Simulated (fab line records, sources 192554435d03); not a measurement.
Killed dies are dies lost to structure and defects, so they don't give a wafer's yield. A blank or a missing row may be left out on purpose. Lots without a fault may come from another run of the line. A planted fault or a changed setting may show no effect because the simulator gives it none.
Split-lot experiment | flow n5_finfet | 7 lots, 21 wafers read, on a route of 1938 steps

THE SPLIT
At N5_HKMG_FIN_ETCH_58 (etches SOC in N2/H2, target depth 215.8 nm, time 741 s), the setting bias_w was moved away from the recipe's 13 W on 8 of the 21 wafers read, by -6.5% to +15.4%. The other wafers ran this setting at the recipe's value.

The reading is taken at the split's own step.

THE READING
rf_vpp_V, in V, at N5_HKMG_FIN_ETCH_58 (etches SOC in N2/H2, target depth 215.8 nm, time 741 s). Fault-free wafers of this fab line usually give 99.5 V, standard deviation 0.98 V.

wafer  | tool, chamber at the split | bias_w as run, W | against the recipe | rf_vpp_V, V | against lot-mates on the recipe
L074.3 | rie_diel-03, 2             | 13               | recipe             | 98.9        | -
L074.4 | rie_diel-03, 3             | 13               | recipe             | 100.7       | -
L074.6 | rie_diel-03, 1             | 13               | recipe             | 98.8        | -
L078.1 | rie_diel-05, 0             | 15               | +15.4%             | 107.9       | +8.2
L078.3 | rie_diel-05, 1             | 15               | +15.4%             | 108.1       | +8.4
L078.4 | rie_diel-05, 2             | 13               | recipe             | 99.7        | -
L080.1 | rie_diel-03, 1             | 14.36            | +10.5%             | 106.1       | +6.9
L080.3 | rie_diel-03, 2             | 13               | recipe             | 99.2        | -
L080.5 | rie_diel-03, 1             | 14.36            | +10.5%             | 106.1       | +6.9
L082.1 | rie_diel-05, 1             | 13               | recipe             | 99.0        | -
L082.3 | rie_diel-05, 2             | 13               | recipe             | 97.9        | -
L082.6 | rie_diel-05, 3             | 13               | recipe             | 98.9        | -
L086.1 | rie_diel-03, 3             | 12.15            | -6.5%              | 96.6        | -1.5
L086.2 | rie_diel-03, 2             | 12.15            | -6.5%              | 95.1        | -3.0
L086.3 | rie_diel-03, 1             | 13               | recipe             | 98.1        | -
L090.3 | rie_diel-05, 0             | 13               | recipe             | 99.7        | -
L090.4 | rie_diel-05, 1             | 13               | recipe             | 96.9        | -
L090.6 | rie_diel-05, 3             | 13               | recipe             | 99.8        | -
L097.1 | rie_diel-05, 2             | 14.74            | +13.4%             | 108.1       | +9.9
L097.2 | rie_diel-05, 1             | 13               | recipe             | 98.2        | -
L097.3 | rie_diel-05, 3             | 14.74            | +13.4%             | 108.9       | +10.7

THE FIT
A straight line over all 21 wafers: rf_vpp_V changes by +0.627 V for each +1% of bias_w; r = +0.98; the points scatter about the line by 0.99 V.
The same after taking each lot's own level away (the mean of its wafers on the recipe; 21 wafers): +0.601 V for each +1%; r = +0.96; scatter 1.2 V.
On that fit, the largest move of bias_w shifts the reading by 9.2 V.
The lots' own levels span 98.10 to 99.70 V, that is 1.6 times the standard deviation above.
So the lot-to-lot level changes the slope little: the two slopes agree.
Check: with one of the wafers moved furthest among these (+15.4%) left out of the fit, the line predicts +9.95 V for it against its lot-mates. It came out at +8.2 V against them.
Tool readings at the split's step, against how far the setting was moved: rf_vpp_V r = +0.98.

THE WHOLE CHAIN: every reading that the file lists as answering this split, in the file's order
step                 | what it does                                           | reading                                                                         | change (the file's fit)               | r (the file's)
N5_HKMG_FIN_ETCH_58  | etches SOC in N2/H2, target depth 215.8 nm, time 741 s | rf_vpp_V                                                                        | +0.62 V for each +1% of the setting   | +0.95
N5_HKMG_FIN_ETCH_58  | etches SOC in N2/H2, target depth 215.8 nm, time 741 s | SOC_of_HKMG_FIN_COAT_41.thk_nm (the simulator's own value, which no gauge read) | -0.896 nm for each +1% of the setting | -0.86
N5_HKMG_FIN_STRIP_93 | strips SOC in N2/H2, time 20 s                         | SOC_of_HKMG_FIN_COAT_41.thk_nm (the simulator's own value, which no gauge read) | -0.892 nm for each +1% of the setting | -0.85

THE FILE'S OWN FIT
rf_vpp_V changes by +0.62 V for each +1% of bias_w, r = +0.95.
